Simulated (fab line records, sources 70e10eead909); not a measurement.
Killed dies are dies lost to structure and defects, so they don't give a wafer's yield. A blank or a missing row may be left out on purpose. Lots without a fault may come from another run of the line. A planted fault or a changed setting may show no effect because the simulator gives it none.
Tool commonality check | flow nand_harc | 11 lots, 33 wafers sampled

WHY IT WAS OPENED
At NHARC_A_ONON_D2_THK_MEAS_08 the reading thk_nm is flagged on 2 of 11 lots. Wafers without a fault read 1003 nm, standard deviation 10.
Rule: a lot is flagged when every wafer of it that has a number lies more than 4 standard deviations from that mean, or none has a number. The other lots count as sound.

lot  | measured     | on            | thk_nm (nm), wafer by wafer | flag
L746 | day 13 10:46 | film_metro-01 | 1007 1009 1009              |
L750 | day 15 06:05 | film_metro-02 | 1007 1008 1006              |
L749 | day 15 06:06 | film_metro-02 | 1012 1012 1011              |
L753 | day 16 07:56 | film_metro-01 | 1669 1669 1670              | FLAGGED
L755 | day 16 23:02 | film_metro-01 | 1660 1662 1659              | FLAGGED
L756 | day 17 13:14 | film_metro-01 | 1007 1005 1006              |
L760 | day 19 10:47 | film_metro-01 | 999 998 996                 |
L761 | day 19 11:00 | film_metro-01 | 1012 1012 1012              |
L763 | day 20 10:29 | film_metro-01 | 979 979 980                 |
L765 | day 21 09:23 | film_metro-01 | 1014 1016 1014              |
L767 | day 21 19:40 | film_metro-02 | 1002 1002 1002              |
The numbers of the flagged lots are 1665 nm on average: +662 nm against the usual, or +66 standard deviations.

WHICH TOOL RAN EACH LOT
The record holds 4 process steps before the reading, out of a route of 1302 steps. In each cell: the tool, then ch and the chambers that the sampled wafers went through, then the start.
lot  | flag    | NHARC_A_CHANNEL_HOLE_D1_ETCH_26  | NHARC_A_CHANNEL_FILL_D1_ALD_03                 | NHARC_A_CHANNEL_FILL_D1_STRIP_28   | NHARC_A_ONON_D2_DEP_06
L746 |         | har_etch-01 ch 1, day 9 13:14    | ald_sin_batch-03 ch 0, day 10 17:03 or earlier | rie_diel-04 ch 2,3, day 10 17:03   | pecvd_onon-01 ch 0, day 13 10:15
L750 |         | har_etch-01 ch 0,1, day 11 07:58 | ald_sin_batch-02 ch 0, day 12 11:43 or earlier | rie_diel-05 ch 1,2,3, day 12 11:43 | pecvd_onon-04 ch 0, day 15 05:34
L749 |         | har_etch-02 ch 0,1, day 11 09:26 | ald_sin_batch-02 ch 0, day 12 11:43 or earlier | rie_diel-04 ch 1,3, day 12 11:43   | pecvd_onon-02 ch 0, day 15 05:42
L753 | FLAGGED | har_etch-02 ch 0,1, day 12 12:39 | ald_sin_batch-01 ch 0, day 13 15:41 or earlier | rie_diel-01 ch 0,1,3, day 13 15:41 | pecvd_onon-04 ch 0, day 16 07:25
L755 | FLAGGED | har_etch-01 ch 0,1, day 13 05:41 | ald_sin_batch-02 ch 0, day 14 11:16 or earlier | rie_diel-04 ch 2,3, day 14 11:16   | pecvd_onon-04 ch 0, day 16 22:32
L756 |         | har_etch-01 ch 0,1, day 13 12:16 | ald_sin_batch-02 ch 0, day 14 19:09 or earlier | rie_diel-04 ch 1,2, day 14 19:09   | pecvd_onon-02 ch 0, day 17 12:47
L760 |         | har_etch-02 ch 0,1, day 15 15:44 | ald_sin_batch-03 ch 0, day 16 18:46 or earlier | rie_diel-05 ch 0,2,3, day 16 18:46 | pecvd_onon-01 ch 0, day 19 10:20
L761 |         | har_etch-01 ch 0,1, day 15 17:44 | ald_sin_batch-03 ch 0, day 16 18:46 or earlier | rie_diel-01 ch 0,1,2, day 16 18:46 | pecvd_onon-04 ch 0, day 19 10:29
L763 |         | har_etch-01 ch 1, day 16 16:38   | ald_sin_batch-01 ch 0, day 17 19:58 or earlier | rie_diel-04 ch 1,3, day 17 19:58   | pecvd_onon-04 ch 0, day 20 09:58
L765 |         | har_etch-02 ch 0,1, day 17 18:25 | ald_sin_batch-03 ch 0, day 18 20:53 or earlier | rie_diel-04 ch 0,1,2, day 18 20:53 | pecvd_onon-04 ch 0, day 21 08:53
L767 |         | har_etch-02 ch 0,1, day 18 04:19 | ald_sin_batch-02 ch 0, day 19 09:19 or earlier | rie_diel-01 ch 0,1, day 19 09:19   | pecvd_onon-02 ch 0, day 21 19:10
What these steps do:
- NHARC_A_CHANNEL_HOLE_D1_ETCH_26: etches the open film in C4F8/O2/Ar, time 224.1 s, target depth 300 nm.
- NHARC_A_CHANNEL_FILL_D1_ALD_03: deposits SiNx, target thk 6 nm, pulse time 60 s, ald cycles 58.
- NHARC_A_CHANNEL_FILL_D1_STRIP_28: strips in O2, time 20 s.
- NHARC_A_ONON_D2_DEP_06: target thk 1000 nm.
- NHARC_A_ONON_D2_THK_MEAS_08: measures by ellipsometry.

FLAGGED OVER TOTAL, TOOL BY TOOL (the gauges that took the reading come last)
step                             | tool             | lots run | flagged | share of the flagged lots | sound lots run after its first flagged lot
NHARC_A_CHANNEL_HOLE_D1_ETCH_26  | har_etch-01      | 6        | 1       | some                      | 3 (L756,L761,L763)
NHARC_A_CHANNEL_HOLE_D1_ETCH_26  | har_etch-02      | 5        | 1       | some                      | 3 (L760,L765,L767)
NHARC_A_CHANNEL_FILL_D1_ALD_03   | ald_sin_batch-01 | 2        | 1       | some                      | 1 (L763)
NHARC_A_CHANNEL_FILL_D1_ALD_03   | ald_sin_batch-02 | 5        | 1       | some                      | 2 (L756,L767)
NHARC_A_CHANNEL_FILL_D1_ALD_03   | ald_sin_batch-03 | 4        | 0       | none                      | -
NHARC_A_CHANNEL_FILL_D1_STRIP_28 | rie_diel-01      | 3        | 1       | some                      | 2 (L761,L767)
NHARC_A_CHANNEL_FILL_D1_STRIP_28 | rie_diel-04      | 6        | 1       | some                      | 3 (L756,L763,L765)
NHARC_A_CHANNEL_FILL_D1_STRIP_28 | rie_diel-05      | 2        | 0       | none                      | -
NHARC_A_ONON_D2_DEP_06           | pecvd_onon-01    | 2        | 0       | none                      | -
NHARC_A_ONON_D2_DEP_06           | pecvd_onon-02    | 3        | 0       | none                      | -
NHARC_A_ONON_D2_DEP_06           | pecvd_onon-04    | 6        | 2       | all                       | 3 (L761,L763,L765)
NHARC_A_ONON_D2_THK_MEAS_08      | film_metro-01    | 8        | 2       | all                       | 5 (L756,L760,L761,L763,L765)
NHARC_A_ONON_D2_THK_MEAS_08      | film_metro-02    | 3        | 0       | none                      | -
NHARC_A_CHANNEL_FILL_D1_ALD_03 gives no start for some lots, so the hours and the order of its lots are those of NHARC_A_CHANNEL_FILL_D1_STRIP_28.

WHAT THE TABLE ALLOWS
2 rows of the table ran every flagged lot: pecvd_onon-04 at NHARC_A_ONON_D2_DEP_06, film_metro-01 at NHARC_A_ONON_D2_THK_MEAS_08.
- pecvd_onon-04 at NHARC_A_ONON_D2_DEP_06: 2 of its 6 lots flagged. Sound lots ran on it after the first flagged one (L761, L763, L765), which a lasting fault on the whole tool wouldn't allow.
- film_metro-01 at NHARC_A_ONON_D2_THK_MEAS_08: 2 of its 8 lots flagged. Sound lots ran on it after the first flagged one (L756, L760, L761, L763, L765), which a lasting fault on the whole tool wouldn't allow.
No row of the table ran every flagged lot and no sound lot after the first.

WHAT THE SIMULATOR HAD PUT IN
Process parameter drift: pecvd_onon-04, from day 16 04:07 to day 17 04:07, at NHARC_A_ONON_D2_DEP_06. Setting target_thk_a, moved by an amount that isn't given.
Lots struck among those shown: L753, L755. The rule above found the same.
